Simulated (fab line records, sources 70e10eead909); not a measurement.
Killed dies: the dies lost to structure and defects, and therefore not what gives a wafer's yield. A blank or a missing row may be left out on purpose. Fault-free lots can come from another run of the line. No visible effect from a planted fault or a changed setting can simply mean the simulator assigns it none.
fab line records	flow nand-harc	part 1 of 2: steps 1 to 4 of 6
[record] lots = 20	wafers = 60	last-day = 26
route steps=1159 shown A_CHANNEL_FILL_D1@494 A_STAIRCASE@557
lots with no fault: from the same line, run without faults
start-h: start of the lot's first displayed wafer, in hours after the record's first day	wait-h: time in hours since the lot's previous step	" as in the row above	L1.1+2: a single row standing in for several wafers	- no value, or no start was given	* or withheld: withheld	< > ~ a bound
route shown NAME@n: a module of which the file shows steps, and the number in the route of the first	usual: mean/standard deviation of fault-free wafers	same: alike in all rows	chamber/n: place in a boat	sites: each site's reading	_std_site: the standard deviation of these	_edge_site: inner sites' mean taken away from outer sites' mean	radius-mm: for every site, how far away it sits from the centre of the wafer	mask NAME#n: copy n	behind: the most recent tool/chamber to have shaped the wafer	hold: cause of the lot's hold/its duration in hours/its outcome	device: which transistor (n, p or np) failed to switch	end of line: tests of these same wafers at the route's end	step lacking rows: just its recipe	killed: the dies lost at the first sort to structure and to defects; this is not the yield of the wafer	map: dies across one wafer; x = killed, . = not, _ = none there
set.NAME: the setting as run; set.NAME@STEP: as run at that earlier step	model.NAME: the simulator's own value behind a step, which no gauge read
route steps across a sampled set of lots; one table per step, one row per wafer
services: when a tool's chamber went out of use (start-h, in hours from the record's first day, below 0 if earlier), for how many hours, and the reason
[[steps]]
[step NHARC_A_CHANNEL_FILL_D1_ALD_14]
[recipe] target-thk-a = 25	pulse-time-s = 10	ald-cycles = 25	temp-c = 300	material = SiO2
[usual] heater-power-w = 474/55	precursor-pulse-height-rel = 0.998/0.019
lot.wafer	tool	chamber	start-h	wait-h	heater-power-w	precursor-pulse-height-rel
L074.4	ald-hk-02	2	190.49	3.1	422	0.974
L074.3	"	3	"	"	454	0.984
L074.5	"	2	"	"	427	1.011
L076.3	ald-hk-03	3	202.94	0.0	541	1.001
L076.4	"	0	"	"	441	0.972
L076.1	"	1	"	"	557	1.004
L077.1	ald-hk-04	3	207.91	0.0	520	0.984
L077.2	"	2	"	"	486	0.966
L077.5	"	0	"	"	509	1.011
L078.1	ald-hk-04	3	208.17	0.3	508	0.995
L078.4	"	0	"	"	517	0.982
L078.2	"	1	"	"	384	1.003
L080.2	ald-hk-03	3	224.47	0.0	551	0.990
L080.3	"	0	"	"	450	0.983
L080.5	"	3	"	"	550	1.007
L079.2	ald-hk-04	1	224.47	0.0	384	0.989
L079.4	"	0	"	"	516	0.996
L079.5	"	2	"	"	489	1.043
L082.3	ald-hk-02	3	234.59	0.3	440	1.007
L082.6	"	2	"	"	420	0.988
L082.5	"	3	"	"	441	1.041
L083.3	ald-hk-02	2	241.85	0.0	434	0.967
L083.4	"	3	"	"	447	0.975
L083.2	"	0	"	"	486	1.006
L084.4	ald-hk-04	3	242.08	0.3	520	1.001
L084.2	"	0	"	"	515	1.016
L084.6	"	1	"	"	379	0.985
L085.2	ald-hk-03	0	265.54	0.0	442	0.961
L085.4	"	3	"	"	564	0.997
L085.6	"	0	"	"	433	1.012
L087.4	ald-hk-03	2	265.84	0.3	383	1.021
L087.2	"	3	"	"	525	1.035
L087.6	"	1	"	"	542	0.985
L086.2	ald-hk-04	2	269.64	0.1	494	1.027
L086.3	"	0	"	"	515	0.970
L086.6	"	2	"	"	501	0.984
L089.4	ald-hk-04	1	275.20	0.8	380	0.987
L089.2	"	0	"	"	509	1.021
L089.5	"	1	"	"	378	0.969
L088.1	ald-hk-03	0	281.95	0.1	439	0.975
L088.2	"	1	"	"	553	1.004
L088.5	"	3	"	"	522	1.000
L090.2	ald-hk-04	0	289.32	0.2	514	1.004
L090.6	"	1	"	"	380	1.026
L090.5	"	2	"	"	500	1.032
L091.3	ald-hk-02	2	298.29	0.3	432	1.019
L091.2	"	0	"	"	458	1.014
L091.6	"	3	"	"	449	0.988
L094.2	ald-hk-04	2	308.52	0.1	514	1.015
L094.3	"	3	"	"	513	0.997
L094.1	"	0	"	"	508	1.010
L095.2	ald-hk-04	3	312.58	0.0	522	0.979
L095.3	"	1	"	"	391	0.988
L095.6	"	0	"	"	519	1.006
L096.3	ald-hk-02	1	332.63	0.9	527	1.008
L096.2	"	2	"	"	426	0.975
L096.6	"	1	"	"	545	1.004
L097.4	ald-hk-02	1	332.85	1.1	529	1.021
L097.2	"	2	"	"	438	1.011
L097.6	"	0	"	"	465	0.989
[step NHARC_A_STAIRCASE_TRIM_20]
[recipe] time-s = 211.2	o2-flow-sccm = 500	ar-flow-sccm = 0	bias-w = 0	chemistry = O2
[usual] drypump-motor-current-A = 6.0/0.52	o2-flow-sccm = 500.2/1.5	oes-product-au = 1.001/0.0097	rf-vpp-V = 57.7/0.91	showerhead-plenum-p-Torr = 3.48/0.14	throttle-valve-pct = 17.037/0.0084
lot.wafer	tool	chamber	start-h	wait-h	drypump-motor-current-A	o2-flow-sccm	oes-product-au	rf-hours-counter-h	rf-vpp-V	showerhead-plenum-p-Torr	throttle-valve-pct
L074.3	rie-diel-11	0	238.24	0.1	6.2	501.2	1.012	17	57.1	3.29	17.037
L074.4	"	1	"	"	5.3	499.7	1.002	-	58.5	3.66	17.026
L074.5	"	3	"	"	6.4	500.8	1.026	-	57.1	3.44	17.036
L076.1	rie-diel-02	2	248.57	0.1	5.4	499.0	0.983	34	56.3	3.27	17.044
L076.4	"	3	"	"	6.1	501.2	0.995	35	58.1	3.67	17.052
L076.3	"	1	"	"	6.7	501.9	0.998	33	58.2	3.47	17.029
L078.4	rie-diel-02	1	253.01	0.1	6.7	499.2	1.012	34	58.1	3.47	17.030
L078.1	"	2	"	"	5.4	500.9	0.999	35	56.9	3.27	17.039
L078.2	"	0	"	"	6.6	500.6	1.002	34	58.2	3.45	17.041
L077.1	rie-diel-12	0	253.39	0.1	6.7	500.6	1.004	15	58.9	3.49	17.027
L077.2	"	1	"	"	5.4	500.0	1.013	17	56.7	3.61	17.036
L077.5	"	0	"	"	6.6	498.4	1.015	-	57.3	3.49	17.040
L079.4	rie-diel-02	1	269.56	0.1	6.7	501.4	1.017	37	58.0	3.47	17.041
L079.2	"	2	"	"	5.4	499.1	1.007	41	57.2	3.27	17.032
L079.5	"	0	"	"	6.5	501.5	0.997	-	57.4	3.45	17.036
L080.2	rie-diel-12	1	269.81	0.1	5.4	501.9	1.001	22	57.4	3.60	17.038
L080.3	"	2	"	"	5.6	500.6	1.011	22	57.8	3.38	17.031
L080.5	"	1	"	"	5.4	504.7	1.004	-	58.4	3.60	17.031
L082.3	rie-diel-02	2	279.27	0.1	5.4	501.9	0.993	43	57.7	3.27	17.035
L082.6	"	2	"	"	5.4	500.2	1.006	-	56.2	3.27	17.026
L082.5	"	3	"	"	6.1	501.6	1.008	-	58.2	3.67	17.031
L084.4	rie-diel-11	1	291.43	0.1	5.3	501.7	0.984	38	58.0	3.65	17.041
L084.2	"	2	"	"	5.5	502.7	1.008	24	56.8	3.40	17.032
L084.6	"	1	"	"	5.3	498.7	1.006	-	57.8	3.65	17.022
L083.2	rie-diel-12	3	291.75	0.1	5.9	502.8	0.990	28	58.7	3.42	17.026
L083.3	"	1	"	"	5.4	502.3	1.006	28	58.4	3.60	17.042
L083.4	"	2	"	"	5.6	499.5	1.003	28	56.8	3.38	17.036
L085.4	rie-diel-12	0	312.21	0.1	6.7	500.1	1.003	34	58.0	3.48	17.034
L085.2	"	1	"	"	5.4	499.9	0.999	35	59.1	3.60	17.036
L085.6	"	0	"	"	6.7	501.1	1.007	-	58.4	3.48	17.034
L087.2	rie-diel-11	2	312.81	0.1	5.5	502.5	1.002	28	57.2	3.40	17.046
L087.4	"	3	"	"	6.4	500.6	1.028	45	58.0	3.42	17.026
L087.6	"	2	"	"	5.5	500.3	0.997	-	56.8	3.40	17.046
L086.3	rie-diel-12	1	315.51	0.1	5.4	498.9	1.011	36	58.4	3.60	17.045
L086.2	"	2	"	"	5.7	500.5	0.998	37	55.8	3.37	17.041
L086.6	"	3	"	"	5.9	502.6	0.989	-	56.5	3.42	17.049
L089.2	rie-diel-12	3	321.98	0.1	5.9	500.2	0.986	40	57.0	3.42	17.050
L089.4	"	0	"	"	6.7	500.2	0.994	40	56.9	3.47	17.039
L089.5	"	3	"	"	5.9	499.5	0.981	-	58.4	3.42	17.053
L088.1	rie-diel-11	1	327.32	0.1	5.3	499.6	0.988	52	58.7	3.64	17.039
L088.2	"	2	"	"	5.5	498.7	1.003	35	57.1	3.40	17.030
L088.5	"	1	"	"	5.3	499.1	0.994	-	58.3	3.64	17.029
L090.2	rie-diel-02	3	337.70	0.1	6.1	499.8	0.985	0	58.0	3.66	17.026
L090.6	"	3	"	"	6.1	500.4	0.986	-	57.4	3.66	17.027
L090.5	"	0	"	"	6.5	498.2	0.977	-	57.9	3.44	17.036
L091.2	rie-diel-12	0	345.74	0.1	6.7	499.2	1.005	48	56.1	3.47	17.023
L091.3	"	1	"	"	5.4	500.5	0.996	50	57.5	3.59	17.035
L091.6	"	1	"	"	5.4	497.4	1.017	-	57.3	3.59	17.035
L095.3	rie-diel-02	1	355.53	0.1	6.7	501.2	0.998	6	58.0	3.46	17.033
L095.2	"	0	"	"	6.6	499.7	0.994	5	57.2	3.44	17.025
L095.6	"	2	"	"	5.4	499.7	1.001	-	59.0	3.80	17.041
L094.2	rie-diel-11	3	355.82	0.1	6.4	501.5	1.003	62	57.2	3.41	17.036
L094.1	"	0	"	"	6.2	500.0	1.007	62	57.7	3.26	17.040
L094.3	"	1	"	"	5.3	500.4	0.993	62	58.1	3.64	17.039
L096.2	rie-diel-11	1	378.62	0.1	5.3	495.2	1.001	1	57.5	3.63	17.034
L096.3	"	3	"	"	6.5	499.7	1.013	1	56.8	3.41	17.038
L096.6	"	1	"	"	5.3	499.4	0.994	-	57.5	3.63	17.027
L097.2	rie-diel-02	0	379.32	0.1	6.5	499.8	0.990	13	57.3	3.43	17.030
L097.4	"	2	"	"	5.4	501.1	0.997	16	57.6	3.80	17.036
L097.6	"	0	"	"	6.6	499.8	0.987	-	57.4	3.43	17.045
[step NHARC_A_STAIRCASE_ETCH_27]
[recipe] target-depth-a = 1000	time-s = 40.5	ion-energy-ev = 400	c4f8-flow-sccm = 20	o2-flow-sccm = 10	ar-flow-sccm = withheld	rf-w = 600	bias-w = 1000	chemistry = C4F8/O2
[usual] oes-product-au = 0.942/0.011	rf-fwd-power-W = 591.0/2.7	rf-vpp-V = 894/4.9
lot.wafer	tool	chamber	start-h	wait-h	oes-product-au	rf-fwd-power-W	rf-hours-counter-h	rf-vpp-V
L074.3	rie-diel-11	1	-	-	0.934	586.5	17	901
L074.5	"	1	"	"	0.937	588.4	-	902
L074.4	"	0	"	"	0.961	593.7	-	886
L076.4	rie-diel-02	1	-	-	0.952	586.1	33	895
L076.3	"	2	"	"	0.933	594.0	34	887
L076.1	"	0	"	"	0.954	592.9	33	893
L078.1	rie-diel-02	0	-	-	0.912	589.3	34	893
L078.4	"	1	"	"	0.944	587.4	35	895
L078.2	"	3	"	"	0.917	593.7	37	901
L077.1	rie-diel-12	0	-	-	0.964	594.5	16	894
L077.2	"	2	"	"	0.938	588.0	18	891
L077.5	"	1	"	"	0.948	589.1	-	897
L079.2	rie-diel-02	0	-	-	0.934	592.2	39	893
L079.4	"	1	"	"	0.952	589.5	37	894
L079.5	"	0	"	"	0.943	590.1	-	893
L080.2	rie-diel-12	2	-	-	0.944	592.0	23	892
L080.3	"	0	"	"	0.938	593.0	21	895
L080.5	"	1	"	"	0.942	588.5	-	899
L082.3	rie-diel-02	3	-	-	0.935	587.4	46	900
L082.5	"	0	"	"	0.936	592.2	-	892
L082.6	"	1	"	"	0.944	587.4	-	894
L084.2	rie-diel-11	1	-	-	0.932	588.3	38	900
L084.4	"	2	"	"	0.955	589.4	25	891
L084.6	"	0	"	"	0.949	589.9	-	886
L083.4	rie-diel-12	2	-	-	0.929	591.7	29	892
L083.2	"	3	"	"	0.920	595.0	29	893
L083.3	"	1	"	"	0.931	591.8	28	900
L085.4	rie-diel-12	0	-	-	0.942	590.9	34	894
L085.2	"	1	"	"	0.961	592.9	35	898
L085.6	"	1	"	"	0.955	588.2	-	898
L087.4	rie-diel-11	0	-	-	0.934	590.8	46	885
L087.2	"	1	"	"	0.940	587.1	46	900
L087.6	"	3	"	"	0.955	590.5	-	891
L086.2	rie-diel-12	2	-	-	0.932	591.0	41	891
L086.3	"	0	"	"	0.926	597.1	39	895
L086.6	"	0	"	"	0.926	595.6	-	893
L089.4	rie-diel-12	2	-	-	0.936	593.1	42	889
L089.2	"	3	"	"	0.939	595.3	40	891
L089.5	"	3	"	"	0.943	597.1	-	890
L088.1	rie-diel-11	1	-	-	0.938	587.1	53	901
L088.2	"	2	"	"	0.932	592.5	36	892
L088.5	"	3	"	"	0.944	593.5	-	892
L090.2	rie-diel-02	1	-	-	0.943	589.1	0	893
L090.6	"	3	"	"	0.931	592.9	-	900
L090.5	"	0	"	"	0.925	589.9	-	893
L091.2	rie-diel-12	3	-	-	0.954	592.8	48	892
L091.3	"	0	"	"	0.965	594.2	49	893
L091.6	"	3	"	"	0.949	590.4	-	892
L095.2	rie-diel-02	2	-	-	0.953	591.7	7	906
L095.3	"	3	"	"	0.941	592.0	7	902
L095.6	"	1	"	"	0.945	586.5	-	893
L094.3	rie-diel-11	1	-	-	0.928	585.1	62	900
L094.1	"	3	"	"	0.941	595.1	63	892
L094.2	"	0	"	"	0.949	591.3	63	886
L096.3	rie-diel-11	3	-	-	0.967	594.3	1	891
L096.2	"	0	"	"	0.956	588.2	2	907
L096.6	"	2	"	"	0.951	589.5	-	890
L097.4	rie-diel-02	1	-	-	0.941	586.5	13	893
L097.2	"	3	"	"	0.939	591.2	16	900
L097.6	"	0	"	"	0.940	593.1	-	892
[step NHARC_A_STAIRCASE_TRIM_191]
[recipe] time-s = 211.2	o2-flow-sccm = 500	ar-flow-sccm = 0	bias-w = 0	chemistry = O2
[usual] drypump-motor-current-A = 6.0/0.52	o2-flow-sccm = 499.8/1.5	oes-product-au = 1.001/0.0095	rf-vpp-V = 57.6/0.86	showerhead-plenum-p-Torr = 3.47/0.13	throttle-valve-pct = 17.037/0.0093
lot.wafer	tool	chamber	start-h	wait-h	drypump-motor-current-A	o2-flow-sccm	oes-product-au	rf-hours-counter-h	rf-vpp-V	showerhead-plenum-p-Torr	throttle-valve-pct
L074.4	rie-diel-02	3	-	-	6.1	501.6	0.997	32	57.8	3.67	17.045
L074.3	"	0	"	"	6.6	500.2	1.009	30	56.8	3.46	17.043
L074.5	"	3	"	"	6.1	500.6	0.991	-	58.8	3.67	17.030
L076.4	rie-diel-12	3	-	-	5.9	498.6	0.976	14	58.4	3.43	17.017
L076.1	"	1	"	"	5.4	499.0	0.999	17	59.1	3.61	17.022
L076.3	"	2	"	"	5.6	500.7	0.996	17	56.7	3.38	17.014
L077.1	rie-diel-12	1	-	-	5.4	501.1	1.002	18	57.6	3.61	17.037
L077.2	"	3	"	"	5.9	498.9	0.980	16	58.2	3.43	17.034
L077.5	"	0	"	"	6.7	498.8	1.012	-	56.3	3.49	17.052
L078.2	rie-diel-02	1	-	-	6.7	499.9	1.006	36	58.0	3.47	17.017
L078.1	"	2	"	"	5.4	501.6	0.987	37	57.3	3.27	17.036
L078.4	"	3	"	"	6.1	498.7	1.001	39	57.6	3.67	17.044
L080.3	rie-diel-12	0	-	-	6.7	498.6	1.016	22	58.5	3.48	17.053
L080.2	"	2	"	"	5.6	498.6	1.015	23	57.6	3.38	17.027
L080.5	"	0	"	"	6.7	497.7	1.007	-	58.5	3.48	17.045
L079.2	rie-diel-11	0	-	-	6.2	498.1	1.021	31	56.7	3.28	17.022
L079.4	"	1	"	"	5.3	497.6	0.997	31	58.1	3.65	17.032
L079.5	"	0	"	"	6.2	498.8	1.003	-	57.2	3.28	17.034
L082.3	rie-diel-11	1	-	-	5.3	497.7	0.990	37	57.8	3.65	17.026
L082.6	"	0	"	"	6.2	499.1	1.003	-	58.5	3.28	17.044
L082.5	"	1	"	"	5.3	501.6	0.993	-	59.2	3.65	17.027
L084.2	rie-diel-12	1	-	-	5.4	499.3	0.995	29	57.4	3.60	17.046
L084.4	"	3	"	"	5.9	499.2	0.978	29	57.3	3.42	17.040
L084.6	"	1	"	"	5.4	499.7	1.000	-	57.2	3.60	17.023
L083.3	rie-diel-11	0	-	-	6.2	500.1	1.008	40	57.6	3.28	17.019
L083.2	"	2	"	"	5.5	502.0	1.002	26	56.5	3.40	17.048
L083.4	"	3	"	"	6.4	501.9	1.007	39	57.7	3.42	17.045
L085.2	rie-diel-11	0	-	-	6.2	499.6	1.011	47	56.1	3.27	17.037
L085.4	"	2	"	"	5.5	498.1	0.996	30	57.0	3.40	17.026
L085.6	"	0	"	"	6.2	497.6	0.994	-	57.4	3.27	17.043
L087.2	rie-diel-11	3	-	-	6.5	500.2	1.016	47	58.3	3.42	17.045
L087.4	"	0	"	"	6.2	500.7	1.010	48	57.6	3.27	17.034
L087.6	"	2	"	"	5.5	498.0	1.009	-	59.1	3.40	17.026
L086.2	rie-diel-02	2	-	-	5.4	501.6	1.007	58	57.2	3.26	17.040
L086.3	"	0	"	"	6.6	500.3	0.995	56	56.2	3.44	17.052
L086.6	"	2	"	"	5.4	501.9	1.002	-	57.0	3.26	17.036
L089.4	rie-diel-11	3	-	-	6.4	500.0	1.007	51	56.8	3.42	17.039
L089.2	"	1	"	"	5.3	500.9	0.991	52	58.4	3.64	17.033
L089.5	"	2	"	"	5.5	501.6	1.010	-	56.2	3.40	17.038
L088.2	rie-diel-12	3	-	-	5.9	498.3	0.993	42	58.4	3.42	17.027
L088.1	"	2	"	"	5.6	497.8	1.004	45	56.4	3.37	17.036
L088.5	"	3	"	"	5.9	498.2	0.984	-	57.5	3.42	17.037
L090.2	rie-diel-12	0	-	-	6.6	497.6	1.001	46	57.5	3.47	17.051
L090.5	"	1	"	"	5.4	497.1	0.997	-	57.8	3.59	17.039
L090.6	"	2	"	"	5.6	500.8	0.998	-	58.2	3.37	17.040
L091.3	rie-diel-11	3	-	-	6.5	499.3	1.015	59	56.7	3.41	17.046
L091.2	"	0	"	"	6.3	499.4	1.007	60	57.8	3.27	17.037
L091.6	"	0	"	"	6.2	501.8	1.012	-	56.8	3.27	17.042
L094.1	rie-diel-11	3	-	-	6.4	499.8	1.007	65	57.8	3.41	17.020
L094.2	"	1	"	"	5.3	499.4	0.990	64	57.9	3.63	17.031
L094.3	"	2	"	"	5.5	501.0	1.000	48	57.5	3.39	17.054
L095.2	rie-diel-12	1	-	-	5.4	498.9	1.013	57	58.5	3.58	17.021
L095.3	"	3	"	"	5.9	498.6	0.986	53	56.6	3.41	17.038
L095.6	"	1	"	"	5.4	499.3	1.003	-	56.6	3.58	17.040
L096.3	rie-diel-02	2	-	-	5.4	498.2	1.013	20	58.3	3.80	17.038
L096.2	"	1	"	"	6.7	499.7	1.008	17	59.1	3.45	17.033
L096.6	"	3	"	"	6.1	498.4	1.009	-	58.4	3.65	17.050
L097.4	rie-diel-11	3	-	-	6.4	501.9	1.000	5	58.5	3.41	17.044
L097.2	"	1	"	"	5.3	501.0	0.992	6	58.3	3.63	17.039
L097.6	"	3	"	"	6.4	502.8	1.002	-	57.1	3.41	17.023
